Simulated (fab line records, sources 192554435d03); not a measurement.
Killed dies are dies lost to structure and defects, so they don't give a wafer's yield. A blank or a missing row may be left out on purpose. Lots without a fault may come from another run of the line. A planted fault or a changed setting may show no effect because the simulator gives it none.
Chamber matching | flow n5_finfet | N5_BEOL_M13_ETCH_38 on rie_diel-01: 3 sister chambers
The step etches SiCN in CF4/N2, target depth 67.5 nm, time 71.9 s. 14 wafers are shown with their chamber, then 5 later ones without.

WAFERS WITH THEIR CHAMBER
wafer  | chamber | showerhead_plenum_p_Torr (Torr) | drypump_motor_current_A (A) | throttle_valve_pct (%)
L723.1 | 2       | 2.32                            | 5.85                        | 15.25
L723.3 | 0       | 2.24                            | 6.33                        | 15.71
L723.5 | 2       | 2.32                            | 5.87                        | 15.25
L727.1 | 3       | 2.23                            | 5.86                        | 15.53
L727.3 | 2       | 2.32                            | 5.87                        | 15.27
L727.6 | 3       | 2.23                            | 5.83                        | 15.53
L730.1 | 0       | 2.23                            | 6.32                        | 15.73
L730.4 | 3       | 2.22                            | 5.84                        | 15.53
L730.6 | 3       | 2.22                            | 5.85                        | 15.55
L732.1 | 3       | 2.22                            | 5.83                        | 15.56
L732.2 | 2       | 2.32                            | 5.82                        | 15.28
L732.3 | 0       | 2.23                            | 6.31                        | 15.75
L733.3 | 0       | 2.23                            | 6.29                        | 15.75
L733.4 | 3       | 2.22                            | 5.83                        | 15.56

SIGNATURES (means of the wafers above)
reading                  | chamber 0 | chamber 2 | chamber 3 | scatter within a chamber
showerhead_plenum_p_Torr | 2.2325    | 2.3200    | 2.2233    | 0.00435
drypump_motor_current_A  | 6.3125    | 5.8525    | 5.8400    | 0.0175
throttle_valve_pct       | 15.7350   | 15.2625   | 15.5433   | 0.0163
Rule: a wafer's distance from a chamber is the root of the sum, over the readings, of the square of ((its reading less the chamber's mean) divided by the reading's scatter). The wafer belongs to the nearest chamber; if the next one is less than 2 further off, it can't be placed. The scatter: the root of (the sum of the squares of (reading less its chamber's mean) over the shown wafers, divided by (wafers less chambers)).

WAFERS WITHOUT THEIR CHAMBER
wafer  | showerhead_plenum_p_Torr (Torr) | drypump_motor_current_A (A) | throttle_valve_pct (%)
L733.6 | 2.22                            | 5.80                        | 15.56
L736.1 | 2.32                            | 5.84                        | 15.29
L736.5 | 2.23                            | 6.33                        | 15.75
L745.3 | 2.22                            | 6.29                        | 15.80
L745.4 | 2.31                            | 5.83                        | 15.34

WHICH CHAMBER EACH WENT THROUGH
wafer  | from the rows above | in truth
L733.6 | 3                   | 3
L736.1 | 2                   | 2
L736.5 | 0                   | 0
L745.3 | 0                   | 0
L745.4 | 2                   | 2
Placed correctly: 5 of 5. Can't be placed from these rows: 0. Placed wrongly: 0.
